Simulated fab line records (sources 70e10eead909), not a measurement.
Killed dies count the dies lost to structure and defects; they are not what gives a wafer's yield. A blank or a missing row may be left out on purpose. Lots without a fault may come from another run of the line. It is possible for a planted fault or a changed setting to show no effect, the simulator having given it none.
fab line records    flow nand_harc
record: lots: 11  wafers: 33  last_day: 33
route steps=1302 shown P_ZERO_WELL@11
lots untouched by any fault: they come from a run of this same line in which no faults occurred
start_h: hours from the record's opening day to when the first of the lot's shown wafers began    wait_h: hours elapsed since this lot's preceding step    " the same as in the row above    L1.1+2: several wafers, shown together as one row    - either no value or no given start    * or withheld: withheld    < > ~ a bound
route shown NAME@n: NAME is a module with steps in the file, n the number in the route of the first one    usual: mean/standard deviation of fault-free wafers    same: alike in all rows    chamber/n: place in a boat    sites: the reading at each site    _std_site: how widely they spread, as a standard deviation    _edge_site: outer sites' mean less inner sites'    radius_mm: how far each site lies from the wafer's centre    mask NAME#n: copy n    behind: the most recent tool/chamber to have shaped the wafer    hold: why the lot was held/for how many hours/how that ended    device: which transistor (n, p or np) failed to switch    end of line: tests of these same wafers at the route's end    step lacking rows: just its recipe    killed: dies that structure and defects cost at the first sort, which is not the same as the wafer's yield    map: a wafer's dies, x killed, . not, _ none there
set.NAME: the setting that was run; set.NAME@STEP: the one run at that earlier step    model.NAME: the simulator's own value behind a step, which no gauge read
steps of the route over a sample of lots; a table a step, a row a wafer
services: when a tool's chamber went out of use (start_h, in hours from the record's first day, below 0 if earlier), for how many hours, and the reason
== steps ==
step: NHARC_P_ZERO_WELL_EXPOSE_08
recipe: na: 0.55  target_cd_nm: 500  dose_mj: 33.8  mask_id: P_ZERO
usual: exposure_dose_mJ_cm2: 34.10/0.2
lot.wafer  tool            chamber  start_h  wait_h  mask      exposure_dose_mJ_cm2
L632.3     krf_scanner-01  0        30.97    -       P_ZERO#0  34.28
L632.4     "               0        "        "       P_ZERO#0  34.29
L632.5     "               0        "        "       P_ZERO#0  34.31
L633.2     krf_scanner-04  0        41.10    -       P_ZERO#0  34.01
L633.3     "               0        "        "       P_ZERO#0  33.95
L633.6     "               0        "        "       P_ZERO#0  33.98
L634.2     krf_scanner-04  0        50.97    -       P_ZERO#0  34.02
L634.4     "               0        "        "       P_ZERO#0  33.97
L634.5     "               0        "        "       P_ZERO#0  33.93
L635.2     krf_scanner-01  0        61.09    -       P_ZERO#0  34.30
L635.4     "               0        "        "       P_ZERO#0  34.36
L635.6     "               0        "        "       P_ZERO#0  34.31
L636.1     krf_scanner-04  0        71.09    -       P_ZERO#0  34.02
L636.2     "               0        "        "       P_ZERO#0  34.01
L636.4     "               0        "        "       P_ZERO#0  34.05
L638.1     krf_scanner-01  0        91.09    -       P_ZERO#0  34.20
L638.2     "               0        "        "       P_ZERO#0  34.28
L638.5     "               0        "        "       P_ZERO#0  34.24
L639.1     krf_scanner-01  0        101.09   -       P_ZERO#0  34.30
L639.4     "               0        "        "       P_ZERO#0  34.23
L639.5     "               0        "        "       P_ZERO#0  34.28
L646.1     krf_scanner-04  0        170.97   -       P_ZERO#0  32.24
L646.3     "               0        "        "       P_ZERO#0  32.23
L646.4     "               0        "        "       P_ZERO#0  32.20
L650.2     krf_scanner-04  0        211.09   -       P_ZERO#0  32.60
L650.5     "               0        "        "       P_ZERO#0  32.59
L650.6     "               0        "        "       P_ZERO#0  32.55
L652.2     krf_scanner-01  0        231.03   -       P_ZERO#0  34.31
L652.4     "               0        "        "       P_ZERO#0  34.26
L652.6     "               0        "        "       P_ZERO#0  34.29
L654.2     krf_scanner-01  0        251.09   -       P_ZERO#0  34.31
L654.3     "               0        "        "       P_ZERO#0  34.26
L654.5     "               0        "        "       P_ZERO#0  34.31
step: NHARC_P_ZERO_WELL_CD_MEAS_11
recipe: target_cd_nm: 500  landing_energy_ev: 500
usual: cd_nm: 499.9/1.2
lot.wafer  tool       chamber  start_h  wait_h  cd_nm
L632.3     cd_sem-02  0        31.12    -       502.6
L632.4     "          0        "        "       500.9
L632.5     "          0        "        "       499.9
L633.2     cd_sem-03  0        41.24    -       497.7
L633.3     "          0        "        "       498.7
L633.6     "          0        "        "       497.8
L634.2     cd_sem-03  0        51.12    -       500.6
L634.4     "          0        "        "       501.0
L634.5     "          0        "        "       500.3
L635.2     cd_sem-03  0        61.24    -       499.4
L635.4     "          0        "        "       498.1
L635.6     "          0        "        "       500.2
L636.1     cd_sem-02  0        71.24    -       498.3
L636.2     "          0        "        "       500.8
L636.4     "          0        "        "       501.0
L638.1     cd_sem-02  0        91.24    -       500.7
L638.2     "          0        "        "       499.4
L638.5     "          0        "        "       500.9
L639.1     cd_sem-01  0        101.24   -       499.6
L639.4     "          0        "        "       499.9
L639.5     "          0        "        "       499.2
L646.1     cd_sem-03  0        171.12   -       490.8
L646.3     "          0        "        "       490.5
L646.4     "          0        "        "       490.6
L650.2     cd_sem-03  0        211.24   -       491.1
L650.5     "          0        "        "       492.3
L650.6     "          0        "        "       491.7
L652.2     cd_sem-03  0        231.18   -       500.6
L652.4     "          0        "        "       501.5
L652.6     "          0        "        "       500.6
L654.2     cd_sem-01  0        251.23   -       500.3
L654.3     "          0        "        "       500.1
L654.5     "          0        "        "       500.3
step: NHARC_P_ZERO_WELL_ETCH_62
recipe: target_depth_a: 130  time_s: 6.5  chf3_flow_sccm: 50  ar_flow_sccm: 200  rf_w: 500  bias_w: 200  chemistry: CHF3/Ar
usual: chamber_pressure_mTorr: 25.001/0.023  drypump_motor_current_A: 5.5/0.48  oes_product_au: 0.964/0.015  rf_vpp_V: 370.5/1.9  showerhead_plenum_p_Torr: 2.33/0.078  throttle_valve_pct: 20.218/0.0095
lot.wafer  tool         chamber  start_h  wait_h  chamber_pressure_mTorr  drypump_motor_current_A  oes_product_au  rf_hours_counter_h  rf_vpp_V  showerhead_plenum_p_Torr  throttle_valve_pct
L632.3     rie_diel-05  2        -        -       25.017                  5.1                      0.986           49                  371.8     2.32                      20.217
L632.4     "            3        "        "       25.006                  5.2                      0.964           55                  371.0     2.37                      20.232
L632.5     "            0        "        "       25.065                  5.4                      0.953           -                   372.0     2.36                      20.213
L633.3     rie_diel-05  2        -        -       25.011                  5.1                      0.979           52                  371.4     2.31                      20.205
L633.2     "            0        "        "       25.012                  5.4                      0.965           56                  369.5     2.36                      20.228
L633.6     "            1        "        "       24.964                  5.4                      0.989           -                   370.4     2.29                      20.213
L634.2     rie_diel-13  2        -        -       24.973                  5.2                      0.954           21                  370.0     2.34                      20.224
L634.4     "            3        "        "       25.000                  5.3                      0.944           22                  370.7     2.30                      20.225
L634.5     "            2        "        "       24.992                  5.2                      0.967           -                   369.2     2.34                      20.214
L635.2     rie_diel-08  1        -        -       25.035                  6.5                      0.976           11                  367.4     2.24                      20.218
L635.4     "            2        "        "       24.974                  5.6                      0.956           11                  368.5     2.19                      20.208
L635.6     "            1        "        "       25.031                  6.5                      0.980           -                   369.2     2.25                      20.206
L636.1     rie_diel-05  3        -        -       25.000                  5.3                      0.991           2                   371.2     2.37                      20.218
L636.4     "            0        "        "       24.981                  5.4                      0.974           2                   370.8     2.35                      20.219
L636.2     "            1        "        "       25.031                  5.4                      0.971           2                   370.4     2.29                      20.225
L638.1     rie_diel-05  2        -        -       25.023                  5.1                      0.957           5                   370.3     2.31                      20.226
L638.2     "            1        "        "       24.990                  5.4                      0.956           4                   368.9     2.29                      20.218
L638.5     "            3        "        "       25.004                  5.2                      0.967           -                   370.6     2.37                      20.210
L639.1     rie_diel-13  3        -        -       25.005                  5.2                      0.960           41                  369.7     2.29                      20.213
L639.4     "            1        "        "       24.977                  5.3                      0.984           32                  374.3     2.52                      20.236
L639.5     "            2        "        "       25.017                  5.2                      0.983           -                   371.5     2.33                      20.209
L646.3     rie_diel-05  1        -        -       24.975                  5.5                      0.961           33                  370.1     2.28                      20.241
L646.4     "            2        "        "       24.984                  5.1                      0.980           33                  369.2     2.30                      20.222
L646.1     "            3        "        "       24.998                  5.2                      0.978           32                  369.8     2.36                      20.214
L650.2     rie_diel-13  3        -        -       24.979                  5.2                      0.947           17                  369.6     2.28                      20.210
L650.5     "            3        "        "       24.998                  5.2                      0.965           -                   367.6     2.28                      20.195
L650.6     "            0        "        "       24.986                  6.4                      0.964           -                   370.5     2.30                      20.245
L652.2     rie_diel-08  2        -        -       25.025                  5.6                      0.961           12                  367.7     2.18                      20.235
L652.4     "            3        "        "       25.022                  6.4                      0.938           12                  370.4     2.40                      20.215
L652.6     "            1        "        "       25.004                  6.5                      0.947           -                   368.5     2.23                      20.205
L654.2     rie_diel-08  3        -        -       24.984                  6.4                      0.957           17                  372.6     2.40                      20.213
L654.3     "            0        "        "       24.979                  5.3                      0.953           15                  372.3     2.40                      20.217
L654.5     "            2        "        "       25.012                  5.6                      0.960           -                   368.0     2.17                      20.211
step: NHARC_P_ZERO_WELL_ETCH_63
recipe: target_depth_a: 1200  time_s: 40.1  hbr_flow_sccm: 150  cl2_flow_sccm: 50  rf_w: 400  icp_w: 400  bias_w: 100  chemistry: HBr/Cl2
usual: chamber_pressure_mTorr: 15.001/0.015  drypump_motor_current_A: 5.6/0.53  oes_product_au: 0.999/0.008  throttle_valve_pct: 26.404/0.0094
lot.wafer  tool       chamber  start_h  wait_h  chamber_pressure_mTorr  drypump_motor_current_A  oes_product_au  rf_hours_counter_h  throttle_valve_pct
L632.3     rie_si-01  1        31.53    -       15.001                  5.3                      1.015           0.01                26.411
L632.4     "          1        "        "       14.999                  5.3                      1.012           -                   26.413
L632.5     "          2        "        "       14.995                  5.6                      1.000           -                   26.399
L633.3     rie_si-05  0        41.67    -       15.000                  4.8                      1.004           0.63                26.402
L633.2     "          1        "        "       15.001                  5.8                      1.011           0.62                26.398
L633.6     "          3        "        "       15.026                  5.2                      1.006           -                   26.405
L634.2     rie_si-01  1        51.62    -       14.983                  5.3                      1.001           0.16                26.399
L634.4     "          3        "        "       15.005                  5.1                      1.006           -                   26.393
L634.5     "          1        "        "       14.995                  5.3                      1.005           -                   26.396
L635.2     rie_si-05  2        61.66    -       14.984                  5.5                      0.999           0.70                26.400
L635.4     "          1        "        "       14.996                  5.8                      1.002           0.73                26.384
L635.6     "          2        "        "       14.987                  5.5                      0.990           -                   26.403
L636.1     rie_si-04  1        71.65    -       15.002                  5.0                      0.993           0.28                26.400
L636.2     "          0        "        "       15.013                  5.8                      0.993           0.33                26.402
L636.4     "          1        "        "       14.976                  5.0                      0.992           -                   26.393
L638.2     rie_si-04  2        91.68    -       15.014                  6.4                      0.994           0.55                26.416
L638.1     "          3        "        "       15.037                  6.4                      1.005           0.44                26.431
L638.5     "          1        "        "       15.008                  5.0                      0.993           -                   26.385
L639.1     rie_si-04  1        101.66   -       14.968                  5.0                      0.985           0.54                26.404
L639.4     "          2        "        "       14.987                  6.4                      0.990           0.59                26.422
L639.5     "          1        "        "       14.999                  5.0                      0.987           -                   26.414
L646.1     rie_si-05  1        171.55   -       14.994                  5.8                      0.996           0.11                26.400
L646.3     "          2        "        "       15.007                  5.5                      0.998           0.11                26.406
L646.4     "          0        "        "       14.993                  4.8                      0.993           0.10                26.388
L650.2     rie_si-05  0        211.68   -       15.011                  4.8                      1.006           0.42                26.399
L650.6     "          0        "        "       15.010                  4.8                      0.998           -                   26.408
L650.5     "          1        "        "       14.974                  5.7                      1.002           -                   26.404
L652.2     rie_si-04  3        231.79   -       15.010                  6.4                      0.994           0.39                26.408
L652.4     "          0        "        "       15.003                  5.9                      0.981           0.40                26.408
L652.6     "          0        "        "       14.971                  5.8                      0.983           -                   26.389
L654.2     rie_si-05  0        251.70   -       14.995                  4.8                      0.999           0.63                26.397
L654.3     "          2        "        "       15.021                  5.5                      1.007           0.65                26.405
L654.5     "          1        "        "       14.980                  5.7                      0.997           -                   26.409
step: NHARC_P_ZERO_WELL_CD_MEAS_37
recipe: target_cd_nm: 720  landing_energy_ev: 500
usual: cd_nm: 719.4/1.4
lot.wafer  tool       chamber  start_h  wait_h  cd_nm
L632.3     cd_sem-01  0        34.00    -       719.2
L632.4     "          0        "        "       718.9
L632.5     "          0        "        "       719.9
L633.2     cd_sem-03  0        44.22    -       720.9
L633.3     "          0        "        "       721.1
L633.6     "          0        "        "       721.0
L634.2     cd_sem-03  0        54.19    -       720.0
L634.4     "          0        "        "       719.8
L634.5     "          0        "        "       718.2
L635.2     cd_sem-01  0        64.22    -       720.4
L635.4     "          0        "        "       719.4
L635.6     "          0        "        "       721.0
L636.1     cd_sem-03  0        73.99    -       719.2
L636.2     "          0        "        "       722.1
L636.4     "          0        "        "       720.6
L638.1     cd_sem-01  0        94.24    -       717.0
L638.2     "          0        "        "       718.5
L638.5     "          0        "        "       718.1
L639.1     cd_sem-01  0        104.10   -       718.2
L639.4     "          0        "        "       718.3
L639.5     "          0        "        "       719.2
L646.1     cd_sem-01  0        173.99   -       719.7
L646.3     "          0        "        "       718.0
L646.4     "          0        "        "       720.1
L650.2     cd_sem-01  0        214.30   -       720.1
L650.5     "          0        "        "       719.2
L650.6     "          0        "        "       721.4
L652.2     cd_sem-02  0        234.39   -       720.2
L652.4     "          0        "        "       719.3
L652.6     "          0        "        "       719.3
L654.2     cd_sem-03  0        254.01   -       718.4
L654.3     "          0        "        "       719.8
L654.5     "          0        "        "       719.9
== services ==
tool            chamber  start_h  hours  kind
krf_scanner-04  -        10.00    4.0    pm
rie_diel-08     -        13.80    9.0    pm
rie_si-05       3        18.10    9.8    repair
rie_si-04       1        22.08    6.9    repair
rie_si-05       0        45.89    10.9   repair
rie_diel-05     -        52.60    9.0    pm
krf_scanner-01  -        53.40    0.2    repair
rie_si-04       3        68.60    3.8    repair
krf_scanner-04  -        78.26    0.2    repair
rie_diel-05     1        84.09    6.4    repair
rie_diel-13     2        84.51    5.3    repair
rie_diel-13     1        87.67    4.2    repair
krf_scanner-04  -        102.50   0.6    repair
krf_scanner-01  -        105.70   0.9    repair
rie_si-05       -        128.00   9.0    pm
rie_si-04       1        129.48   10.4   repair
krf_scanner-01  -        140.00   4.0    pm
krf_scanner-04  -        140.78   1.2    repair
rie_si-04       0        144.61   4.6    repair
rie_diel-05     0        163.39   3.4    repair
rie_si-04       -        165.00   9.0    pm
krf_scanner-04  -        182.00   4.0    pm
rie_diel-05     -        229.60   9.0    pm
krf_scanner-04  -        241.13   11.6   repair
== key ==
first_sign: step: NHARC_P_ZERO_WELL_EXPOSE_08  reading: exposure_dose_mJ_cm2  direction: down  sigmas: 8.4  usual: 34.10  struck: 32.40
effect: step: NHARC_P_ZERO_WELL_CD_MEAS_11  reading: cd_nm  direction: down  sigmas: 7.1  usual: 499.9  struck: 491.2  through: control_loop
met_at NHARC_P_ZERO_WELL_EXPOSE_08
struck_lots L646,L650
tester_left_out L646,L650
loop_trim: step: NHARC_P_ZERO_WELL_EXPOSE_08  setting: dose  lots: L650
not_acting_at NHARC_P_ZERO_WELL_ETCH_62,NHARC_P_ZERO_WELL_ETCH_63,NHARC_P_ZERO_WELL_CD_MEAS_37
onset_between 71.09 170.97
fault: kind: process_parameter_drift  tool: krf_scanner-04  chamber: -  onset_h: 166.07  steps: NHARC_P_ZERO_WELL_EXPOSE_08  channel: dose_mj  offset: -1.6997  shape: step  acts_in: these_recipes_only  stated: 33.8
tester_left_out: of these lots the tester's yield and bins aren't shown, on N5 and GAA mostly nor the transistor test; their killed dies are dies lost to structure and defects alone, not to doping, threshold or leakage, so they don't give the yield
loop_trim: a control loop set the setting to another value than it would have without faults
